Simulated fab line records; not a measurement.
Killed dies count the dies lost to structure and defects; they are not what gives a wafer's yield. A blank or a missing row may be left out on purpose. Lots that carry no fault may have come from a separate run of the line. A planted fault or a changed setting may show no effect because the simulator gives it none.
fab line records	flow n5-finfet
record: lots: 7	wafers: 21
route steps=1938 shown BEOL_M1@761 BEOL_M2@873 BEOL_M3@977 BEOL_M5@1130
start-h: start of the lot's first displayed wafer, in hours after the record's first day	wait-h: hours from the lot's prior step to this one	" same as the row above	L1.1+2: several wafers, shown together as one row	- value missing, or start not given	* or withheld: withheld	< > ~ a bound
route shown NAME@n: NAME is a module with steps in the file, n the number in the route of the first one	usual: mean and standard deviation over wafers with no fault	same: alike in all rows	chamber/n: place in a boat	sites: readings site by site	_std_site: the standard deviation of these	_edge_site: the outer-site mean with the inner-site mean subtracted	radius-mm: how far each site lies from the wafer's centre	mask NAME#n: copy n	behind: the tool/chamber that last shaped the wafer	hold: reason for holding the lot/hours on hold/outcome of the hold	device: which transistor (n, p or np) failed to switch	end of line: the tests these same wafers got at the end of their route	a step without rows: its recipe alone	killed: the dies lost at the first sort to structure and to defects; this is not the yield of the wafer	map: shows each die of a wafer: x if killed, . if not, _ if none is there
set.NAME: the setting that was run; set.NAME@STEP: the one run at that earlier step	model.NAME: the simulator's own value behind a step, which no gauge read
one table per step and one row per wafer, for lots whose settings were changed on purpose
== steps ==
step: N5_BEOL_M1_EXPOSE_08
recipe: mask-id: M1	na: 0.33	source-shape: dipole	sigma-inner: 0.369	sigma-outer: 0.767	polarization: unpolarized	dose-mj: 33
lot.wafer	tool	chamber	start-h	wait-h	mask	set.dose-mj
L079.3+5+6	euv-scanner-01	0	158.71	-	M1#0	33
L080.1	euv-scanner-01	0	181.48	-	M1#0	33
L080.5+6	"	0	"	"	M1#0	30.58
L087.1+4	euv-scanner-02	0	192.55	-	M1#0	34.17
L087.5	"	0	"	"	M1#0	33
L086.1	euv-scanner-02	0	198.56	-	M1#0	34.64
L086.2+3	"	0	"	"	M1#0	33
L088.1+3+6	euv-scanner-01	0	210.14	-	M1#0	33
L089.2	euv-scanner-01	0	214.70	-	M1#0	33
L089.4+6	"	0	"	"	M1#0	34.19
L093.4+5	euv-scanner-01	0	236.96	-	M1#0	34.23
L093.6	"	0	"	"	M1#0	33
step: N5_BEOL_M1_PEB_09
recipe: peb-temp-c: 100	peb-time-s: 60	resist: CAR-EUV
step: N5_BEOL_M1_DEVELOP_10
recipe: develop-time-s: 30	developer: TMAH	resist: CAR-EUV	rinse-liquid: surfactant-rinse	dry: air-spin	dev-temp-c: 23
step: N5_BEOL_M1_CD_MEAS_11
recipe: target-cd-nm: 17.05	landing-energy-ev: 500	detector: se-inlens	polarity: opening
usual: cd-nm: 17.10/0.23
lot.wafer	tool	chamber	start-h	wait-h	set.dose-mj@BEOL_M1_EXPOSE_08	cd-nm
L079.3	cd-sem-03	0	158.83	-	33	16.89
L079.5	"	0	"	"	33	17.03
L079.6	"	0	"	"	33	17.01
L080.1	cd-sem-03	0	181.60	-	33	16.94
L080.5	"	0	"	"	30.58	15.47
L080.6	"	0	"	"	30.58	15.42
L087.1	cd-sem-03	0	192.68	-	34.17	17.47
L087.4	"	0	"	"	34.17	17.79
L087.5	"	0	"	"	33	16.61
L086.1	cd-sem-01	0	198.68	-	34.64	18.14
L086.2	"	0	"	"	33	17.45
L086.3	"	0	"	"	33	17.07
L088.1	cd-sem-01	0	210.26	-	33	17.30
L088.3	"	0	"	"	33	17.09
L088.6	"	0	"	"	33	16.81
L089.2	cd-sem-02	0	214.82	-	33	16.62
L089.4	"	0	"	"	34.19	17.89
L089.6	"	0	"	"	34.19	17.92
L093.4	cd-sem-02	0	237.07	-	34.23	17.97
L093.5	"	0	"	"	34.23	17.95
L093.6	"	0	"	"	33	16.66
step: N5_BEOL_M1_DESCUM_16
recipe: chemistry: O2	time-s: 7	source-power-w: 50	bias-power-w: 20	pressure-mtorr: 20	rf-frequency-hz: 2.712e+07	temp-c: 40	resist: CAR-EUV	o2-flow-sccm: 225
step: N5_BEOL_M1_ETCH_74
recipe: chemistry: N2/H2	target: underlayer	target-depth-a: 65	mask-material: CAR-EUV	time-s: 5.2	ion-energy-ev: 200	pressure-mtorr: 30	source-w: 840	bias-w: 150	n2-flow-sccm: 200	h2-flow-sccm: 200	ends: cleared
lot.wafer	tool	chamber	start-h	wait-h	set.dose-mj@BEOL_M1_EXPOSE_08	model.BEOL_M1.cd-offset-nm
L079.3+5	rie-diel-01	2,0	158.98	0.0	33	0.2
L079.6	"	3	"	"	33	-0.2
L080.1	rie-diel-04	3	181.78	0.0	33	-0.2
L080.5	"	3	"	"	30.58	-1.6
L080.6	"	0	"	"	30.58	-1.4
L087.1	rie-diel-01	2	192.84	0.0	34.17	0.8
L087.4	"	0	"	"	34.17	0.6
L087.5	"	2	"	"	33	-0.2
L086.1	rie-diel-01	2	198.99	0.0	34.64	1
L086.2+3	"	3,2	"	"	33	0.2
L088.1+6	rie-diel-01	0	210.44	0.0	33	0
L088.3	"	1	"	"	33	0.2
L089.2	rie-diel-04	1	215.13	0.0	33	-0.2
L089.4	"	3	"	"	34.19	0.6
L089.6	"	1	"	"	34.19	0.8
L093.4	rie-diel-05	0	237.50	0.0	34.23	0.6
L093.5	"	0	"	"	34.23	0.4
L093.6	"	3	"	"	33	-0.4
step: N5_BEOL_M1_ETCH_63
recipe: chemistry: CF4	target: SiARC	target-depth-a: 156	mask-material: CAR-EUV	time-s: 26	ion-energy-ev: 80	pressure-mtorr: 40	source-w: 545	bias-w: 36	Ar_flow_sccm: 100	cf4-flow-sccm: 100	ends: cleared
lot.wafer	tool	chamber	start-h	wait-h	set.dose-mj@BEOL_M1_EXPOSE_08	model.BEOL_M1.cd-offset-nm
L079.3+5	rie-diel-01	2,0	159.00	0.0	33	0.2
L079.6	"	3	"	"	33	-0.2
L080.1	rie-diel-04	3	181.80	0.0	33	0
L080.5	"	3	"	"	30.58	-1.4
L080.6	"	0	"	"	30.58	-1.2
L087.1	rie-diel-01	2	192.85	0.0	34.17	0.8
L087.4	"	0	"	"	34.17	0.6
L087.5	"	2	"	"	33	0
L086.1	rie-diel-01	2	199.02	0.0	34.64	1
L086.2	"	3	"	"	33	0.4
L086.3	"	2	"	"	33	0.2
L088.1+6	rie-diel-01	0	210.46	0.0	33	0
L088.3	"	1	"	"	33	0.2
L089.2	rie-diel-04	1	215.15	0.0	33	-0.4
L089.4+6	"	3,1	"	"	34.19	0.6
L093.4	rie-diel-05	0	237.52	0.0	34.23	0.6
L093.5	"	0	"	"	34.23	0.4
L093.6	"	3	"	"	33	-0.4
step: N5_BEOL_M1_ETCH_64
recipe: chemistry: N2/H2	target: SOC	target-depth-a: 750	overetch-a: 150	mask-material: SiARC	temp-c: 40	time-s: 112.5	ion-energy-ev: 200	pressure-mtorr: 30	source-w: 840	bias-w: 150	n2-flow-sccm: 200	h2-flow-sccm: 200
lot.wafer	tool	chamber	start-h	wait-h	set.spin-rpm@BEOL_M1_COAT_61	model.etch.depth-nm
L079.3	rie-diel-01	2	159.03	0.0	1500	60.15
L079.5	"	0	"	"	1500	60.29
L079.6	"	3	"	"	1500	60.52
L080.1	rie-diel-04	3	181.83	0.0	1570	58.64
L080.5	"	3	"	"	1500	60.01
L080.6	"	0	"	"	1500	60
L087.1	rie-diel-01	2	192.88	0.0	1500	59.96
L087.4	"	0	"	"	1435	61.14
L087.5	"	2	"	"	1435	61.06
L086.1	rie-diel-01	2	199.06	0.0	1500	60.11
L086.2	"	3	"	"	1657	57.25
L086.3	"	2	"	"	1657	57.29
L088.1	rie-diel-01	0	210.49	0.0	1500	59.94
L088.3	"	1	"	"	1500	60.21
L088.6	"	0	"	"	1500	59.9
L089.2	rie-diel-04	1	215.18	0.0	1500	59.68
L089.4	"	3	"	"	1500	59.73
L089.6	"	1	"	"	1637	57.15
L093.4	rie-diel-05	0	237.55	0.0	1500	60.13
L093.5	"	0	"	"	1546	59.33
L093.6	"	3	"	"	1500	60.04
step: N5_BEOL_M1_STRIP_65
recipe: chemistry: N2/H2	temp-c: 40	n2-flow-sccm: 200	h2-flow-sccm: 200	rf-frequency-hz: 6e+07
step: N5_BEOL_M1_STRIP_75
recipe: chemistry: N2/H2	temp-c: 40	n2-flow-sccm: 200	h2-flow-sccm: 200	rf-frequency-hz: 6e+07
step: N5_BEOL_M1_STRIP_66
recipe: chemistry: CF4	resist: SiARC	power-w: 300	bias-power-w: 75	pressure-mtorr: 50	cf4-flow-sccm: 150	rf-frequency-hz: 6e+07
step: N5_BEOL_M1_HM_OPEN_17
recipe: chemistry: Cl2/BCl3	target-depth-a: 200	overetch-a: 60	target: TiN	mask-material: SOC	ion-energy-ev: 150	pressure-mtorr: 10	icp-w: 1000	bias-w: 126	Cl2_flow_sccm: 53.25	bcl3-flow-sccm: 21.75	Ar_flow_sccm: 25
lot.wafer	tool	chamber	start-h	wait-h	set.dose-mj@BEOL_M1_EXPOSE_08	model.BEOL_M1.cd-offset-nm
L079.3+5	rie-metal-02	0,1	159.23	0.1	33	0
L079.6	"	0	"	"	33	-0.6
L080.1	rie-metal-01	1	181.99	0.0	33	-0.2
L080.5+6	"	1,0	"	"	30.58	-1.4
L087.1	rie-metal-01	1	193.05	0.0	34.17	1
L087.4	"	1	"	"	34.17	0.6
L087.5	"	1	"	"	33	0
L086.1	rie-metal-02	0	199.30	0.0	34.64	1.2
L086.2	"	1	"	"	33	0
L086.3	"	0	"	"	33	0.2
L088.1+6	rie-metal-02	1,0	210.66	0.0	33	0
L088.3	"	1	"	"	33	0.4
L089.2	rie-metal-02	1	215.34	0.0	33	-0.4
L089.4	"	0	"	"	34.19	0.8
L089.6	"	0	"	"	34.19	0.6
L093.4+5	rie-metal-01	0,1	237.74	0.1	34.23	0.4
L093.6	"	0	"	"	33	-0.8
step: N5_BEOL_M1_STRIP_19
recipe: chemistry: O2	power-w: 400	temp-c: 40	pressure-mtorr: 30	rf-frequency-hz: 6e+07	bias-power-w: 0	overash-fraction: 0.2	o2-flow-sccm: 225
step: N5_BEOL_M1_CD_MEAS_18
recipe: pitch-nm: 36	target-cd-nm: 18
usual: cd-nm: 18.0/0.33
lot.wafer	tool	chamber	start-h	wait-h	set.dose-mj@BEOL_M1_EXPOSE_08	cd-nm
L079.3	cd-sem-03	-	159.38	0.1	33	17.8
L079.5	"	-	"	"	33	17.8
L079.6	"	-	"	"	33	17.5
L080.1	cd-sem-01	-	182.18	0.0	33	17.6
L080.5	"	-	"	"	30.58	16.6
L080.6	"	-	"	"	30.58	16.4
L087.1	cd-sem-02	-	193.23	0.0	34.17	18.9
L087.4	"	-	"	"	34.17	18.9
L087.5	"	-	"	"	33	18.3
L086.1	cd-sem-01	-	199.56	0.0	34.64	19.5
L086.2	"	-	"	"	33	17.7
L086.3	"	-	"	"	33	18.3
L088.1	cd-sem-02	-	210.84	0.0	33	18.1
L088.3	"	-	"	"	33	18.2
L088.6	"	-	"	"	33	17.8
L089.2	cd-sem-03	-	215.53	0.1	33	17.6
L089.4	"	-	"	"	34.19	18.9
L089.6	"	-	"	"	34.19	18.6
L093.4	cd-sem-02	-	238.02	0.1	34.23	18.4
L093.5	"	-	"	"	34.23	18.5
L093.6	"	-	"	"	33	17.0
step: N5_BEOL_M1_COAT_67
recipe: resist: SOC	temp-c: 250	time-s: 60	spin-rpm: 1500	resist-thk-nm: 60
step: N5_BEOL_M1_COAT_68
recipe: resist: SiARC	temp-c: 220	time-s: 60	spin-rpm: 1500	resist-thk-nm: 12
step: N5_BEOL_M1_PRECLEAN_42
recipe: chemistry: residue-remover	time-s: 60	temp-c: 40
step: N5_BEOL_M1_SRD_43
recipe: time-s: 30	temp-c: 23	rinse-liquid: diw	dry: ipa-marangoni
step: N5_BEOL_M1_CD_MEAS_35
recipe: target-cd-nm: 18	target-cd-y-nm: 21	polarity: opening
usual: cd-nm: 18.0/0.35
lot.wafer	tool	chamber	start-h	wait-h	set.dose-mj@BEOL_M1_EXPOSE_08	cd-nm
L079.3	cd-sem-03	-	176.36	0.0	33	17.8
L079.5	"	-	"	"	33	18.3
L079.6	"	-	"	"	33	17.6
L080.1	cd-sem-01	-	186.78	0.0	33	18.0
L080.5	"	-	"	"	30.58	16.8
L080.6	"	-	"	"	30.58	17.2
L086.1	cd-sem-02	-	202.66	0.0	34.64	19.6
L086.2	"	-	"	"	33	18.0
L086.3	"	-	"	"	33	18.6
L087.1	cd-sem-03	-	202.77	0.0	34.17	18.7
L087.4	"	-	"	"	34.17	18.6
L087.5	"	-	"	"	33	18.0
L088.1	cd-sem-03	-	213.44	0.0	33	18.3
L088.3	"	-	"	"	33	18.4
L088.6	"	-	"	"	33	18.1
L089.2	cd-sem-01	-	219.74	0.0	33	17.7
L089.4	"	-	"	"	34.19	18.5
L089.6	"	-	"	"	34.19	18.8
L093.4	cd-sem-02	-	240.81	0.0	34.23	17.8
L093.5	"	-	"	"	34.23	18.3
L093.6	"	-	"	"	33	16.9
step: N5_BEOL_M1_CMP_52
recipe: stop-on: SiOC	t-overpolish-s: 6.8	down-force-psi: 1	platen-rpm: 50	clearing-platen-down-force-psi: 1.5	clearing-platen-rpm: 50	post-cmp-clean: cu-alkaline	target-thk-nm: 40	clearing-platen-pad-velocity-m-s: 0.99484	pad-velocity-m-s: 0.99484
usual: barrier-field-endpoint-s: 24.9/0.69
lot.wafer	tool	chamber	start-h	wait-h	set.down-force-psi	barrier-field-endpoint-s
L079.3	cmp-04	0	181.38	0.3	1	24.8
L079.6	"	2	"	"	1	25.9
L079.5	"	3	"	"	1	25.6
L080.1	cmp-04	0	191.98	0.6	0.8007	29.9
L080.5	"	1	"	"	1	24.5
L080.6	"	2	"	"	0.8007	32.3
L086.1	cmp-02	1	206.05	0.3	1	24.6
L086.3	"	2	"	"	1	25.5
L086.2	"	3	"	"	0.8257	29.3
L087.1	cmp-04	0	206.57	0.3	1.198	19.9
L087.4	"	3	"	"	1	25.4
L087.5	"	0	"	"	1.198	19.8
L088.1	cmp-01	2	216.52	0.3	1	24.0
L088.3	"	3	"	"	1	23.6
L088.6	"	2	"	"	1	24.6
L089.2	cmp-02	3	224.80	0.2	1	24.6
L089.4	"	0	"	"	1	25.9
L089.6	"	3	"	"	1	24.6
L093.4	cmp-02	3	245.70	0.2	1	25.3
L093.5	"	1	"	"	1	25.0
L093.6	"	2	"	"	1	26.4
step: N5_BEOL_M2_EXPOSE_25
recipe: mask-id: V1	na: 0.33	source-shape: quasar	sigma-inner: 0.2	sigma-outer: 0.8	polarization: unpolarized	defocus-nm: 5	dose-mj: 63
lot.wafer	tool	chamber	start-h	wait-h	mask	set.dose-mj
L079.3+5+6	euv-scanner-02	0	183.38	-	V1#0	63
L080.1+5+6	euv-scanner-01	0	193.88	-	V1#0	63
L086.1+2+3	euv-scanner-02	0	210.54	-	V1#0	66.44
L087.1	euv-scanner-02	0	210.74	-	V1#0	67.08
L087.4+5	"	0	"	"	V1#0	63
L088.1+3	euv-scanner-02	0	218.56	-	V1#0	63
L088.6	"	0	"	"	V1#0	58.6
L089.2+4+6	euv-scanner-02	0	227.48	-	V1#0	65.83
L093.4+5	euv-scanner-01	0	250.10	-	V1#0	61.46
L093.6	"	0	"	"	V1#0	63
step: N5_BEOL_M2_PEB_26
recipe: peb-temp-c: 100	peb-time-s: 60	resist: CAR-EUV
step: N5_BEOL_M2_DEVELOP_27
recipe: develop-time-s: 30	developer: TMAH	resist: CAR-EUV	rinse-liquid: surfactant-rinse	dry: air-spin	dev-temp-c: 23
step: N5_BEOL_M2_CD_MEAS_28
recipe: target-cd-nm: 26.2	landing-energy-ev: 500	detector: se-inlens	target-cd-y-nm: 24.1	polarity: opening
usual: cd-nm: 26.15/0.24
lot.wafer	tool	chamber	start-h	wait-h	set.dose-mj@BEOL_M2_EXPOSE_25	cd-nm
L079.3	cd-sem-02	0	183.51	-	63	25.69
L079.5	"	0	"	"	63	26.17
L079.6	"	0	"	"	63	26.37
L080.1	cd-sem-01	0	194.03	-	63	26.28
L080.5	"	0	"	"	63	25.92
L080.6	"	0	"	"	63	25.79
L086.1	cd-sem-01	0	210.69	-	66.44	27.37
L086.2	"	0	"	"	66.44	26.71
L086.3	"	0	"	"	66.44	27.00
L087.1	cd-sem-03	0	210.89	-	67.08	27.55
L087.4	"	0	"	"	63	26.48
L087.5	"	0	"	"	63	25.87
L088.1	cd-sem-02	0	218.71	-	63	26.23
L088.3	"	0	"	"	63	26.16
L088.6	"	0	"	"	58.6	24.89
L089.2	cd-sem-01	0	227.61	-	65.83	26.78
L089.4	"	0	"	"	65.83	27.13
L089.6	"	0	"	"	65.83	26.94
L093.4	cd-sem-03	0	250.22	-	61.46	25.64
L093.5	"	0	"	"	61.46	25.37
L093.6	"	0	"	"	63	26.35
step: N5_BEOL_M2_ALD_98
recipe: material: SiO2	target-thk-a: 25	temp-c: 100	ald-precursor-family: BDEAS	ald-co-reactant: O2-plasma	pulse-time-s: 1	co-reactant-pulse-time-s: 1	purge-time-s: 2	co-reactant-purge-time-s: 2	ald-cycles: 17	pressure-torr: 2
lot.wafer	tool	chamber	start-h	wait-h	set.ald-cycles	model.SiO2_of_BEOL_M2_ALD_98.thk-nm
L079.3+5+6	ald-sin-02	0,2,3	183.98	0.2	17	2.4
L080.1+5+6	ald-sin-04	1,2,3	194.59	0.4	17	2.6
L086.1+3	ald-sin-02	2,3	211.14	0.3	19	2.8
L086.2	"	0	"	"	17	2.4
L087.1	ald-sin-04	1	211.17	0.1	17	2.4
L087.4+5	"	2,3	"	"	17	2.6
L088.1+3	ald-sin-02	1,3	219.05	0.1	17	2.6
L088.6	"	2	"	"	19	2.8
L089.2+4	ald-sin-03	1,3	227.95	0.1	18	2.6
L089.6	"	2	"	"	17	2.4
L093.4+5+6	ald-sin-04	1,2,1	250.67	0.1	17	2.6
step: N5_BEOL_M3_VIA_ETCH_34
recipe: chemistry: C4F6/O2	target-depth-a: 694	mask-material: SOC	pressure-mtorr: 15	ion-energy-ev: 250	taper-deg: 4	time-s: 65.9	source-w: 350	bias-w: 170	Ar_flow_sccm: 300	C4F6_flow_sccm: 10	O2_flow_sccm: 10
lot.wafer	tool	chamber	start-h	wait-h	set.time-s	model.etch.depth-nm	model.SOC_of_BEOL_M3_COAT_67.thk-nm
L079.3	rie-diel-04	0	202.25	0.0	65.9	68.08	51.8
L079.5	"	0	"	"	65.9	67.72	52.2
L079.6	"	2	"	"	65.9	71.12	51.8
L080.1	rie-diel-04	2	205.72	0.0	60.18	65.67	52.4
L080.5	"	1	"	"	60.18	63.99	52.6
L080.6	"	2	"	"	65.9	71.25	52
L087.1	rie-diel-01	0	224.79	0.0	62.1	66.8	52.4
L087.4	"	2	"	"	65.9	67.46	52.2
L087.5	"	0	"	"	62.1	65.64	52.6
L086.1	rie-diel-05	0	224.99	0.0	65.9	68.72	51.8
L086.2	"	3	"	"	75.26	76.8	51
L086.3	"	1	"	"	75.26	78.62	51
L088.1	rie-diel-01	3	240.15	0.0	65.9	67.26	52.4
L088.3	"	1	"	"	57.55	59.87	53
L088.6	"	1	"	"	65.9	68.75	52
L089.2	rie-diel-01	3	248.63	0.0	65.9	66.93	52.2
L089.4	"	3	"	"	71.78	74.11	51.4
L089.6	"	0	"	"	65.9	69.91	51.8
L093.4	rie-diel-05	3	266.65	0.0	71.42	72.17	51.4
L093.5	"	1	"	"	71.42	74.05	51.4
L093.6	"	0	"	"	71.42	74.97	51
step: N5_BEOL_M5_ETCH_72
recipe: chemistry: N2/H2	target: underlayer	target-depth-a: 65	mask-material: CAR-EUV	time-s: 5.2	ion-energy-ev: 200	pressure-mtorr: 30	source-w: 840	bias-w: 150	n2-flow-sccm: 200	h2-flow-sccm: 200	ends: cleared
usual: etch-rf-on-time-s: 5.24/0.15	rf-vpp-V: 524.2/2.3
lot.wafer	tool	chamber	start-h	wait-h	set.source-w	etch-rf-on-time-s	rf-vpp-V
L079.3	rie-diel-01	0	217.50	0.0	840	5.11	523.7
L079.5	"	2	"	"	840	5.33	520.7
L079.6	"	1	"	"	840	5.19	523.6
L080.1	rie-diel-05	1	224.19	0.0	840	5.17	524.7
L080.5	"	0	"	"	840	5.28	527.4
L080.6	"	1	"	"	989.4	4.52	494.9
L087.1	rie-diel-05	1	249.86	0.0	840	5.15	522.5
L087.4	"	0	"	"	778.2	5.51	540.7
L087.5	"	0	"	"	778.2	5.60	540.4
L086.1	rie-diel-04	0	253.59	0.0	765.9	5.64	542.5
L086.2	"	2	"	"	840	5.06	521.9
L086.3	"	3	"	"	840	5.25	523.9
L088.1	rie-diel-05	1	259.00	0.0	840	5.15	523.1
L088.3	"	2	"	"	882	5.10	513.4
L088.6	"	3	"	"	882	5.27	514.9
L089.2	rie-diel-04	3	267.05	0.0	948.8	4.73	505.1
L089.4	"	0	"	"	840	5.21	527.4
L089.6	"	3	"	"	948.8	4.76	502.5
L093.4	rie-diel-05	2	293.00	0.0	840	5.32	523.8
L093.5	"	3	"	"	840	5.46	522.2
L093.6	"	2	"	"	840	5.33	520.4
step: N5_BEOL_M5_COAT_74
recipe: resist: underlayer	temp-c: 205	time-s: 60	spin-rpm: 1500	resist-thk-nm: 5
lot.wafer	tool	chamber	start-h	wait-h	set.spin-rpm
L079.3+5+6	litho-track-03	0	-	-	1500
L080.1+6	litho-track-03	0	-	-	1500
L080.5	"	0	"	"	1583
L087.1+4	litho-track-05	0	-	-	1384
L087.5	"	0	"	"	1500
L086.1+2+3	litho-track-01	0	-	-	1353
L088.1+3	litho-track-01	0	-	-	1333
L088.6	"	0	"	"	1500
L089.2+4	litho-track-01	0	-	-	1667
L089.6	"	0	"	"	1500
L093.4	litho-track-05	0	-	-	1500
L093.5+6	"	0	"	"	1387
step: N5_BEOL_M5_COAT_22
recipe: resist: CAR-EUV	spin-rpm: 1500	resist-thk-nm: 30
step: N5_BEOL_M5_EBR_24
recipe: solvent: PGMEA	ebr-width-mm: 1.5
step: N5_BEOL_M5_DESCUM_33
recipe: chemistry: O2	time-s: 7	source-power-w: 50	bias-power-w: 20	pressure-mtorr: 20	rf-frequency-hz: 2.712e+07	temp-c: 40	resist: CAR-EUV	o2-flow-sccm: 225
step: N5_BEOL_M5_ETCH_75
recipe: chemistry: N2/H2	target: underlayer	target-depth-a: 65	mask-material: CAR-EUV	time-s: 5.2	ion-energy-ev: 200	pressure-mtorr: 30	source-w: 840	bias-w: 150	n2-flow-sccm: 200	h2-flow-sccm: 200	ends: cleared
lot.wafer	tool	chamber	start-h	wait-h	set.spin-rpm@BEOL_M5_COAT_74	model.etch.depth-nm
L079.3	rie-diel-01	2	219.12	0.0	1500	5.004
L079.5	"	0	"	"	1500	4.998
L079.6	"	1	"	"	1500	4.982
L080.1	rie-diel-01	2	225.18	0.0	1500	4.995
L080.5	"	2	"	"	1583	4.877
L080.6	"	1	"	"	1500	5.01
L087.1	rie-diel-05	0	252.07	0.0	1384	5.207
L087.4	"	3	"	"	1384	5.198
L087.5	"	1	"	"	1500	4.982
L086.1	rie-diel-04	0	257.62	0.0	1353	5.278
L086.2	"	2	"	"	1353	5.282
L086.3	"	3	"	"	1353	5.274
L088.1	rie-diel-01	0	262.55	0.0	1333	5.294
L088.3	"	1	"	"	1333	5.299
L088.6	"	1	"	"	1500	4.992
L089.2	rie-diel-01	0	269.18	0.0	1667	4.746
L089.4	"	0	"	"	1667	4.74
L089.6	"	3	"	"	1500	5.037
L093.4	rie-diel-01	0	299.18	0.0	1500	4.994
L093.5	"	1	"	"	1387	5.212
L093.6	"	0	"	"	1387	5.202
== key ==
split: step: N5_BEOL_M1_EXPOSE_08	setting: dose-mj	stated: 33	by: wafer
response: step: N5_BEOL_M1_CD_MEAS_11	reading: cd-nm	change: +0.241	per: 1%	r: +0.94
response: step: N5_BEOL_M1_ETCH_74	reading: model.BEOL_M1.cd-offset-nm	change: +0.198	per: 1%	r: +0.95
response: step: N5_BEOL_M1_ETCH_63	reading: model.BEOL_M1.cd-offset-nm	change: +0.19	per: 1%	r: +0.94
response: step: N5_BEOL_M1_HM_OPEN_17	reading: model.BEOL_M1.cd-offset-nm	change: +0.217	per: 1%	r: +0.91
response: step: N5_BEOL_M1_CD_MEAS_18	reading: cd-nm	change: +0.227	per: 1%	r: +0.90
response: step: N5_BEOL_M1_CD_MEAS_35	reading: cd-nm	change: +0.197	per: 1%	r: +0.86
split: step: N5_BEOL_M1_CMP_52	setting: down-force-psi	stated: 1	by: wafer
response: step: N5_BEOL_M1_CMP_52	reading: barrier-field-endpoint-s	change: -0.288	per: 1%	r: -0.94
split: step: N5_BEOL_M2_EXPOSE_25	setting: dose-mj	stated: 63	by: wafer
response: step: N5_BEOL_M2_CD_MEAS_28	reading: cd-nm	change: +0.208	per: 1%	r: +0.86
split: step: N5_BEOL_M2_ALD_98	setting: ald-cycles	stated: 17	by: wafer
response: step: N5_BEOL_M2_ALD_98	reading: model.SiO2_of_BEOL_M2_ALD_98.thk-nm	change: +0.0264	per: 1%	r: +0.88
split: step: N5_BEOL_M3_VIA_ETCH_34	setting: time-s	stated: 65.9	by: wafer
response: step: N5_BEOL_M3_VIA_ETCH_34	reading: model.etch.depth-nm	change: +0.626	per: 1%	r: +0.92
response: step: N5_BEOL_M3_VIA_ETCH_34	reading: model.SOC_of_BEOL_M3_COAT_67.thk-nm	change: -0.0598	per: 1%	r: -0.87
split: step: N5_BEOL_M5_ETCH_72	setting: source-w	stated: 840	by: wafer
response: step: N5_BEOL_M5_ETCH_72	reading: etch-rf-on-time-s	change: *	per: 1%	r: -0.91
response: step: N5_BEOL_M5_ETCH_72	reading: rf-vpp-V	change: -1.89	per: 1%	r: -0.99
split: step: N5_BEOL_M5_COAT_74	setting: spin-rpm	stated: 1500	by: wafer
response: step: N5_BEOL_M5_ETCH_75	reading: model.etch.depth-nm	change: -0.027	per: 1%	r: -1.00
split outside-this-file step=N5_BEOL_M1_COAT_61 setting=spin-rpm
split outside-this-file: this setting was split too, and the file shows its column; the key of that split is in another file
